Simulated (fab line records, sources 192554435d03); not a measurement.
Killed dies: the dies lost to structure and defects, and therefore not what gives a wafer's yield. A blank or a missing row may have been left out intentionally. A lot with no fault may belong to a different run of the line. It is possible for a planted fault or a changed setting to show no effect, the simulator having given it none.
fab line records    flow n5_finfet
record lots=10  wafers=29  last_day=18
route steps=1938 shown BEOL_M1@836 BEOL_M2@844 BEOL_M4@1111 PASSIVATION@1936
lots with no fault: from the same line, run without faults
start_h: start of the lot's first displayed wafer, in hours after the record's first day    wait_h: hours from the lot's prior step to this one    " as in the row above    L1.1+2: several wafers, shown together as one row    - no value present, or no start provided    * or withheld: withheld    < > ~ a bound
route shown NAME@n: a module of which the file shows steps, and the number in the route of the first    usual: mean/standard deviation of fault-free wafers    same: alike in all rows    chamber/n: place in a boat    sites: the reading at each site    _std_site: how widely they spread, as a standard deviation    _edge_site: the outer-site mean with the inner-site mean subtracted    radius_mm: how far each site lies from the wafer's centre    mask NAME#n: copy n    behind: the last tool/chamber to shape the wafer    hold: why the lot was held/for how many hours/how that ended    device: the n, p or np transistor that did not switch    end of line: the same wafers' tests at the end of the route    step lacking rows: just its recipe    killed: at the first sort, the dies lost to defects and structure; wafer yield is something else    map: per-die view of a wafer (x killed, . not killed, _ where there is no die)
set.NAME: the setting as run; set.NAME@STEP: as run at that earlier step    model.NAME: the simulator's own value behind a step, which no gauge read
a sample of lots followed through the steps of the route, with each step as a table and each wafer as a row
services: a tool's chamber out of use, with start hour (start_h, from the record's first day; less than 0 if before it), hours out, and reason
## steps
# step N5_BEOL_M1_CO_CAP_55
# recipe material=Co  target_thk_a=20  temp_c=200  precursor=CCTBA/H2  pressure_torr=30  time_s=102.1
# usual heater_power_w=241/41
lot.wafer  tool       chamber  start_h  wait_h  heater_power_w  since_wet_clean_h
L800.1     cvd_co-02  0        138.41   0.0     235             680
L800.5     "          2        "        "       199             -
L802.2     cvd_co-02  0        141.45   0.0     238             683
L802.3     "          2        "        "       194             223
L802.4     "          1        "        "       298             -
L804.1     cvd_co-01  2        148.71   0.0     185             449
L804.4     "          1        "        "       252             -
L804.6     "          2        "        "       184             -
L806.3     cvd_co-02  1        165.88   0.0     309             1145
L806.4     "          2        "        "       197             -
L806.5     "          1        "        "       304             -
L810.2     cvd_co-01  2        188.36   0.0     182             489
L810.3     "          0        "        "       258             948
L810.6     "          2        "        "       183             -
L812.1     cvd_co-01  2        200.86   0.0     185             502
L812.3     "          0        "        "       251             961
L812.5     "          2        "        "       186             -
L819.3     cvd_co-02  1        245.33   0.0     306             1224
L819.4     "          0        "        "       232             -
L819.6     "          2        "        "       197             -
L820.1     cvd_co-01  2        250.95   0.0     186             552
L820.5     "          1        "        "       257             -
L820.6     "          0        "        "       258             -
L822.2     cvd_co-01  1        256.82   0.0     255             120
L822.4     "          2        "        "       188             -
L822.6     "          0        "        "       261             -
L823.3     cvd_co-01  0        266.75   0.0     266             1027
L823.5     "          1        "        "       265             -
L823.6     "          0        "        "       260             -
# step N5_BEOL_M2_HM_DEP_02
# recipe material=TiN  target_thk_a=200  temp_c=25  chamber_pressure_pa=0.49996
# usual throttle_valve_pct=30.2/1.1
lot.wafer  tool            chamber  start_h  wait_h  throttle_valve_pct
L800.1     pvd_sputter-03  -        139.57   0.8     29.8
L800.5     "               -        "        "       30.1
L802.2     pvd_sputter-03  -        142.34   0.5     29.7
L802.3     "               -        "        "       29.9
L802.4     "               -        "        "       30.6
L804.1     pvd_sputter-03  -        151.23   2.2     30.9
L804.4     "               -        "        "       30.6
L804.6     "               -        "        "       30.6
L806.3     pvd_sputter-02  -        168.21   2.0     31.0
L806.4     "               -        "        "       31.0
L806.5     "               -        "        "       31.2
L810.2     pvd_sputter-03  -        189.59   0.9     30.3
L810.3     "               -        "        "       30.5
L810.6     "               -        "        "       30.7
L812.1     pvd_sputter-01  -        201.77   0.5     29.9
L812.3     "               -        "        "       30.9
L812.5     "               -        "        "       28.7
L819.3     pvd_sputter-02  -        246.44   0.7     27.5
L819.4     "               -        "        "       30.9
L819.6     "               -        "        "       29.8
L820.1     pvd_sputter-03  -        252.00   0.7     30.6
L820.5     "               -        "        "       30.3
L820.6     "               -        "        "       30.7
L822.2     pvd_sputter-01  -        259.13   1.9     30.0
L822.4     "               -        "        "       31.7
L822.6     "               -        "        "       29.8
L823.3     pvd_sputter-02  -        268.92   1.8     31.4
L823.5     "               -        "        "       27.8
L823.6     "               -        "        "       29.8
# step N5_BEOL_M2_ETCH_64
# recipe chemistry=N2/H2  target=SOC  target_depth_a=750  overetch_a=225  mask_material=SiARC  temp_c=40  time_s=121.9  ion_energy_ev=200  pressure_mtorr=30  source_w=840  bias_w=150  n2_flow_sccm=200  h2_flow_sccm=200
# usual bias_w=150.0/0.46  drypump_motor_current_A=5.8/0.63  oes_product_au=0.61/0.063  rf_vpp_V=522.6/2.1  showerhead_plenum_p_Torr=2.50/0.073  throttle_valve_pct=17.7/0.36
lot.wafer  tool         chamber  start_h  wait_h  bias_w  drypump_motor_current_A  oes_product_au  rf_hours_counter_h  rf_vpp_V  showerhead_plenum_p_Torr  throttle_valve_pct
L800.1     rie_diel-06  2        140.67   0.0     149.8   6.2                      0.71            11                  521.8     2.49                      17.7
L800.5     "            1        "        "       150.5   5.9                      0.52            -                   519.6     2.38                      17.6
L802.2     rie_diel-05  3        142.96   0.0     149.7   4.9                      0.65            27                  523.0     2.48                      17.2
L802.3     "            0        "        "       150.3   6.0                      0.60            117                 521.6     2.47                      17.7
L802.4     "            1        "        "       149.6   6.4                      0.68            39                  521.0     2.47                      17.5
L804.1     rie_diel-06  0        151.83   0.0     150.0   4.9                      0.54            201                 521.1     2.42                      18.3
L804.4     "            3        "        "       149.3   6.5                      0.57            -                   527.0     2.66                      18.1
L804.6     "            2        "        "       150.8   6.2                      0.70            -                   520.3     2.49                      17.7
L806.3     rie_diel-05  2        168.98   0.0     150.4   6.6                      0.54            199                 523.0     2.53                      18.0
L806.4     "            3        "        "       149.5   4.9                      0.65            -                   522.7     2.47                      17.2
L806.5     "            2        "        "       150.6   6.6                      0.55            -                   523.0     2.53                      18.0
L810.2     rie_diel-05  0        190.32   0.0     150.2   6.0                      0.58            137                 520.3     2.46                      17.7
L810.3     "            2        "        "       149.2   6.6                      0.54            210                 523.1     2.52                      18.0
L810.6     "            3        "        "       149.1   4.9                      0.63            -                   522.5     2.47                      17.2
L812.1     rie_diel-02  0        202.37   0.0     150.9   5.1                      0.65            55                  522.0     2.50                      17.8
L812.3     "            2        "        "       150.2   6.2                      0.59            100                 521.9     2.46                      17.9
L812.5     "            0        "        "       149.6   5.1                      0.65            -                   522.8     2.50                      17.8
L819.3     rie_diel-05  2        247.17   0.0     111.0   6.6                      0.53            229                 434.3     2.52                      18.1
L819.4     "            3        "        "       110.5   4.9                      0.61            67                  430.0     2.46                      17.3
L819.6     "            1        "        "       110.5   6.4                      0.66            -                   429.3     2.46                      17.5
L820.1     rie_diel-05  0        252.59   0.0     110.8   6.0                      0.56            158                 429.9     2.45                      17.8
L820.5     "            3        "        "       109.7   4.9                      0.62            -                   430.4     2.46                      17.3
L820.6     "            0        "        "       110.2   6.0                      0.57            -                   428.3     2.45                      17.8
L822.2     rie_diel-02  0        259.80   0.0     150.0   5.1                      0.63            77                  521.9     2.49                      17.8
L822.4     "            2        "        "       150.1   6.2                      0.58            -                   521.4     2.46                      17.9
L822.6     "            1        "        "       149.8   5.5                      0.63            -                   521.2     2.46                      17.3
L823.3     rie_diel-06  2        270.26   0.0     150.7   6.2                      0.65            59                  520.5     2.48                      17.7
L823.5     "            1        "        "       150.5   5.9                      0.68            -                   528.3     2.68                      17.3
L823.6     "            2        "        "       149.8   6.2                      0.65            -                   522.1     2.48                      17.7
# step N5_BEOL_M2_CD_MEAS_18
# recipe pitch_nm=36  target_cd_nm=18
# usual cd_nm=18.0/0.34
lot.wafer  tool       chamber  start_h  wait_h  cd_nm
L800.1     cd_sem-03  -        141.33   0.0     18.5
L800.5     "          -        "        "       18.1
L802.2     cd_sem-03  -        143.31   0.1     17.9
L802.3     "          -        "        "       18.2
L802.4     "          -        "        "       18.2
L804.1     cd_sem-03  -        152.19   0.0     17.8
L804.4     "          -        "        "       17.9
L804.6     "          -        "        "       18.5
L806.3     cd_sem-03  -        169.63   0.1     17.4
L806.4     "          -        "        "       17.5
L806.5     "          -        "        "       17.9
L810.2     cd_sem-02  -        190.75   0.1     17.9
L810.3     "          -        "        "       17.7
L810.6     "          -        "        "       17.9
L812.1     cd_sem-02  -        202.72   0.0     17.8
L812.3     "          -        "        "       17.8
L812.5     "          -        "        "       17.4
L819.3     cd_sem-01  -        247.54   0.1     18.3
L819.4     "          -        "        "       18.0
L819.6     "          -        "        "       18.4
L820.1     cd_sem-03  -        252.95   0.0     18.1
L820.5     "          -        "        "       18.0
L820.6     "          -        "        "       18.0
L822.2     cd_sem-02  -        260.16   0.1     18.1
L822.4     "          -        "        "       17.9
L822.6     "          -        "        "       18.2
L823.3     cd_sem-01  -        270.65   0.1     17.8
L823.5     "          -        "        "       18.5
L823.6     "          -        "        "       18.0
# step N5_BEOL_M4_RC_MEAS_101
# usual DIBL_N=35.9/1.7  DIBL_P=36.0/2.2  IOFF_N=0.16/0.031  IOFF_P=0.21/0.039  ION_N=678/13  ION_P=464/8.8  SS_N=71.5/0.61  SS_P=73.2/0.68  VT_N=249/3.3  VT_P=-250/3.8
lot.wafer  tool       chamber  start_h  wait_h  DIBL_N[mV/V]  DIBL_P[mV/V]  IOFF_N[nA/um]  IOFF_P[nA/um]  ION_N[uA/um]  ION_P[uA/um]  SS_N[mV/dec]  SS_P[mV/dec]  VT_N[mV]  VT_P[mV]
L800.1     prober-01  0        169.32   0.0     35.5          35.9          0.16           0.24           683           470           71.8          73.5          248       -246
L800.5     "          0        "        "       33.6          32.9          0.12           0.20           668           464           71.4          73.0          254       -248
L802.2     prober-01  0        178.07   0.2     37.3          35.9          0.17           0.20           686           466           71.5          74.4          247       -252
L802.3     "          0        "        "       33.9          31.8          0.12           0.15           675           462           70.2          72.8          250       -253
L802.4     "          0        "        "       34.0          30.5          0.12           0.14           663           451           71.4          72.5          251       -256
L804.1     prober-01  0        193.34   0.0     31.6          31.5          0.09           0.13           641           450           70.2          72.0          258       -260
L804.4     "          0        "        "       33.5          34.6          0.11           0.15           664           455           70.5          72.4          256       -257
L804.6     "          0        "        "       37.1          38.8          0.17           0.21           676           457           71.3          73.5          250       -254
L806.3     prober-02  0        200.27   0.3     35.9          34.8          0.14           0.15           653           442           72.2          73.3          250       -258
L806.4     "          0        "        "       36.2          35.7          0.15           0.16           671           450           72.3          73.6          251       -258
L806.5     "          0        "        "       34.6          33.4          0.13           0.14           675           454           71.5          72.5          252       -259
L810.2     prober-01  0        226.65   0.2     34.1          34.7          0.13           0.17           665           454           71.1          72.4          252       -252
L810.3     "          0        "        "       36.3          36.6          0.16           0.19           679           457           71.4          72.9          248       -251
L810.6     "          0        "        "       34.5          34.4          0.13           0.16           664           451           71.0          72.5          251       -254
L812.1     prober-02  0        235.40   0.0     36.7          37.8          0.17           0.21           673           458           71.7          73.6          248       -250
L812.3     "          0        "        "       39.1          40.6          0.20           0.27           675           466           71.5          74.3          245       -247
L812.5     "          0        "        "       36.3          37.5          0.16           0.22           666           463           71.2          73.8          247       -252
L819.3     prober-02  0        281.73   0.3     35.3          33.9          0.13           0.17           651           447           71.1          72.2          255       -254
L819.4     "          0        "        "       36.2          35.6          0.14           0.19           677           465           71.7          73.0          252       -251
L819.6     "          0        "        "       34.4          33.5          0.12           0.16           655           452           71.4          72.7          255       -252
L820.1     prober-02  0        285.06   0.0     34.2          33.5          0.12           0.15           660           455           70.2          72.6          254       -254
L820.5     "          0        "        "       32.8          31.1          0.10           0.13           657           450           71.3          72.6          257       -257
L820.6     "          0        "        "       36.7          37.7          0.16           0.21           677           460           71.0          73.4          249       -254
L822.2     prober-02  0        310.91   0.2     32.6          34.7          0.13           0.21           678           471           71.6          72.8          253       -248
L822.4     "          0        "        "       34.8          36.8          0.17           0.23           685           472           72.3          73.4          249       -250
L822.6     "          0        "        "       34.6          36.9          0.16           0.25           674           466           72.4          74.2          251       -248
L823.3     prober-02  0        314.06   0.3     34.9          33.1          0.13           0.17           681           462           71.8          73.0          251       -252
L823.5     "          0        "        "       38.4          38.7          0.20           0.25           688           463           72.1          73.7          245       -249
L823.6     "          0        "        "       34.8          33.7          0.13           0.17           690           465           70.8          72.6          250       -254
# step N5_PASSIVATION_PROBE_49
# usual defect_limited_yield=90.9/1.5  killed_at_M0_to_M3=36/10  killed_at_M4_up=13/5.5  killed_at_contacts=12/5.6  killed_at_front_end=42/12  killed_at_other=4/3.2  killed_dies=108/18  killed_open=71/13  killed_short=34/7.8  sort_bin_5_function=5.4/1  sort_bin_6_memory=3.4/0.68  sort_bin_8_speed=0.00/0.0071  sort_n_pass=1072/18  sort_yield_pct=90.9/1.5
# same gross_dies=1180  killed_at_back_side=0  sort_bin_4_leakage[%]=0
lot.wafer  tool       chamber  start_h  wait_h  defect_limited_yield[%]  killed_at_M0_to_M3  killed_at_M4_up  killed_at_contacts  killed_at_front_end  killed_at_other  killed_dies  killed_open  killed_short  sort_bin_5_function[%]  sort_bin_6_memory[%]  sort_bin_8_speed[%]  sort_n_pass  sort_yield_pct[%]
L802.2     prober-01  -        271.75   0.1     89.2                     43                  13               14                  53                   4                127          95           32            6.5                     3.9                   0                    1053         89.2
L802.3     prober-01  -        271.80   0.1     90.1                     44                  12               14                  47                   0                117          77           40            5.3                     4.2                   0                    1063         90.1
L802.4     prober-01  -        271.85   0.2     91.5                     35                  17               6                   39                   3                100          69           31            5.6                     2.7                   0                    1080         91.5
L804.1     prober-02  -        289.16   0.0     91.7                     22                  16               7                   44                   9                98           70           25            5.0                     3.2                   0                    1082         91.7
L804.4     prober-02  -        289.31   0.2     90.6                     18                  17               3                   69                   4                111          69           34            5.2                     3.1                   0                    1069         90.6
L804.6     prober-02  -        289.41   0.3     93.1                     14                  14               2                   49                   3                82           49           23            4.1                     2.0                   0                    1098         93.1
L822.2     prober-01  -        440.81   0.4     86.8                     72                  13               19                  51                   1                156          106          50            8.1                     4.6                   0                    1024         86.8
L822.4     prober-01  -        440.91   0.5     88.0                     60                  21               12                  46                   3                142          98           43            7.5                     4.2                   0                    1038         88.0
L822.6     prober-01  -        441.01   0.6     89.2                     49                  12               16                  45                   5                127          86           41            5.9                     4.2                   0                    1053         89.2
# killed by level:class
L802.2 STI_FIN_REVEAL:geometric_particle:open=30 MOL_CONTACT_COAG:geometric_particle:open=11 BEOL_M2:geometric_particle:open=10 GATE_CUT:geometric_particle:short=8 BEOL_M3:geometric_particle:open=8 BEOL_M4:geometric_particle:open=8 BEOL_M0_SAQP:geometric_particle:open=7 BEOL_M0_SAQP:geometric_particle:short=6
L802.3 BEOL_M0_SAQP:geometric_particle:open=13 FIN_SAQP:geometric_particle:open=12 MOL_CONTACT_COAG:geometric_particle:open=11 BEOL_M0_SAQP:geometric_particle:short=11 STI_FIN_REVEAL:geometric_particle:open=9 BEOL_M4:geometric_particle:open=9 BEOL_M3:geometric_particle:short=7 BEOL_M3:geometric_particle:open=6
L802.4 STI_FIN_REVEAL:geometric_particle:open=15 BEOL_M0_SAQP:geometric_particle:open=10 BEOL_M4:geometric_particle:open=9 BEOL_M3:geometric_particle:short=6 MOL_CONTACT_COAG:geometric_particle:open=6 DUMMY_GATE:geometric_particle:open=4 BEOL_M1:geometric_particle:short=4 BEOL_M2:geometric_particle:open=4
L804.1 FIN_SAQP:geometric_particle:open=17 FIN_SAQP:geometric_particle:short=10 DUMMY_GATE:geometric_particle:open=6 MOL_CONTACT_COAG:geometric_particle:open=6 BEOL_M1:geometric_particle:open=6 BEOL_M2:geometric_particle:open=5 BEOL_M5:geometric_particle:open=5 BEOL_M4:geometric_particle:open=4
L804.4 FIN_SAQP:geometric_particle:open=21 HKMG_FIN:area_etch=8 BEOL_M4:geometric_particle:open=7 FIN_SAQP:geometric_particle:short=7 STI_FIN_REVEAL:geometric_particle:open=7 BEOL_M0_SAQP:geometric_particle:open=6 BEOL_M0_SAQP:geometric_particle:short=5 STARTING-WAFER:geometric_particle:open=5
L804.6 HKMG_FIN:area_etch=8 STI_FIN_REVEAL:geometric_particle:open=6 FIN_SAQP:geometric_particle:short=5 FIN_SAQP:geometric_particle:open=4 SPACER0:geometric_particle:short=4 BEOL_M1:geometric_particle:open=4 STI_FIN_REVEAL:geometric_particle:short=3 DUMMY_GATE:geometric_particle:open=3
L822.2 BEOL_M0_SAQP:geometric_particle:open=19 FIN_SAQP:geometric_particle:short=16 STI_FIN_REVEAL:geometric_particle:open=16 BEOL_M3:geometric_particle:open=16 MOL_CONTACT_COAG:geometric_particle:open=15 BEOL_M1:geometric_particle:open=12 BEOL_M0_SAQP:geometric_particle:short=11 BEOL_M4:geometric_particle:open=8
L822.4 BEOL_M0_SAQP:geometric_particle:open=23 STI_FIN_REVEAL:geometric_particle:open=14 BEOL_M0_SAQP:geometric_particle:short=13 BEOL_M1:geometric_particle:open=11 MOL_CONTACT_COAG:geometric_particle:open=8 DUMMY_GATE:geometric_particle:open=7 STI_FIN_REVEAL:geometric_particle:short=6 BEOL_M4:geometric_particle:open=5
L822.6 STI_FIN_REVEAL:geometric_particle:open=16 BEOL_M0_SAQP:geometric_particle:open=14 BEOL_M0_SAQP:geometric_particle:short=14 MOL_CONTACT_COAG:geometric_particle:open=13 BEOL_M3:geometric_particle:open=9 BEOL_M4:geometric_particle:open=8 FIN_SAQP:geometric_particle:open=6 STARTING-WAFER:geometric_particle:short=5
## services
tool         chamber  start_h  hours  kind
cvd_co-01    1        114.67   -      clean
cvd_co-01    1        114.67   22.0   scheduled_down
cvd_co-01    1        114.67   22.0   vent_cycle
rie_diel-02  0        126.72   16.1   repair
cvd_co-02    -        145.64   0.6    repair
rie_diel-06  1        151.02   -      clean
rie_diel-06  1        151.02   -      consumable_replace:focus_ring
rie_diel-06  1        151.02   -      consumable_replace:showerhead
rie_diel-06  1        151.02   25.5   scheduled_down
rie_diel-06  1        151.02   25.5   vent_cycle
rie_diel-05  1        162.15   36.3   repair
rie_diel-06  2        197.89   1.5    repair
rie_diel-02  1        198.27   1.6    repair
rie_diel-06  0        220.63   6.6    repair
rie_diel-02  -        229.71   0.5    repair
cvd_co-01    2        231.54   18.0   repair
rie_diel-05  0        258.19   9.4    repair
rie_diel-02  3        259.59   -      clean
rie_diel-02  3        259.59   -      consumable_replace:focus_ring
rie_diel-02  3        259.59   11.6   scheduled_down
rie_diel-02  3        259.59   11.6   vent_cycle
rie_diel-02  0        264.49   9.9    repair
## key
first_sign step=N5_BEOL_M2_ETCH_64  reading=bias_w  direction=down  sigmas=86  usual=*  struck=*
effect step=N5_BEOL_M2_ETCH_64  reading=rf_vpp_V  direction=down  sigmas=43  usual=522.6  struck=430.4
met_at N5_BEOL_M2_ETCH_64
struck_lots L819,L820
not_acting_at N5_BEOL_M1_CO_CAP_55,N5_BEOL_M2_HM_DEP_02,N5_BEOL_M2_CD_MEAS_18
onset_between 190.32 247.17
fault kind=process_parameter_drift  tool=rie_diel-05  chamber=-  onset_h=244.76  steps=N5_BEOL_M2_ETCH_64  channel=bias_w  offset=*  shape=step  end_h=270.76  acts_in=*  stated=*
